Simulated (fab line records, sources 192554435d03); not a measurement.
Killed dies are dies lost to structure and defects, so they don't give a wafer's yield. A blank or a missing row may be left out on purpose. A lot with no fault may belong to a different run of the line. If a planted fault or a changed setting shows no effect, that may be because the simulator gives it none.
What tool caused it? :: flow n5_finfet :: 6 lots (18 wafers sampled), 1 step of a 1938-step route

WHAT EACH GAUGE READ, for each wafer
N5_BEOL_M6_CD_MEAS_35: target cd 40 nm, target cd y 28 nm.
lot: L602
measured: day 8 16:28
on: cd_sem-01
cd_nm (nm): 40.5 40.1 40.0

lot: L604
measured: day 10 01:57
on: cd_sem-01
cd_nm (nm): 40.3 40.5 40.1

lot: L609
measured: day 11 02:52
on: cd_sem-03
cd_nm (nm): 39.0 39.6 39.4

lot: L608
measured: day 11 14:49
on: cd_sem-03
cd_nm (nm): 39.7 39.2 39.6

lot: L613
measured: day 13 00:44
on: cd_sem-02
cd_nm (nm): 39.7 41.0 40.4

lot: L621
measured: day 14 13:15
on: cd_sem-02
cd_nm (nm): 40.0 39.5 39.3

WHAT TOOL EACH LOT RAN ON (gives the tool, then ch and the chambers of the sampled wafers, and finally the start)
There is no process step in the record ahead of these readings.

THE ANSWER, worked out from the rows above alone
Rule: usual is defined by the lots themselves. The widest of any qualifying gaps counts: lots, ordered by their means at a reading, are off when they make up no more than a third of the lots, leave a main group of 4 or more, and stand apart from it by 3 or more times the standard deviation of that group's means. A main group whose means are all the same, to the digits that the tables above print for the reading, isn't used. Also off: a lot with no number at a reading for which 4 or more lots have one. Any other lot the step has rows for is counted as sound.
No lot is off on any of the readings shown, so nothing can be concluded from this.

WHAT THE SIMULATOR PUT IN
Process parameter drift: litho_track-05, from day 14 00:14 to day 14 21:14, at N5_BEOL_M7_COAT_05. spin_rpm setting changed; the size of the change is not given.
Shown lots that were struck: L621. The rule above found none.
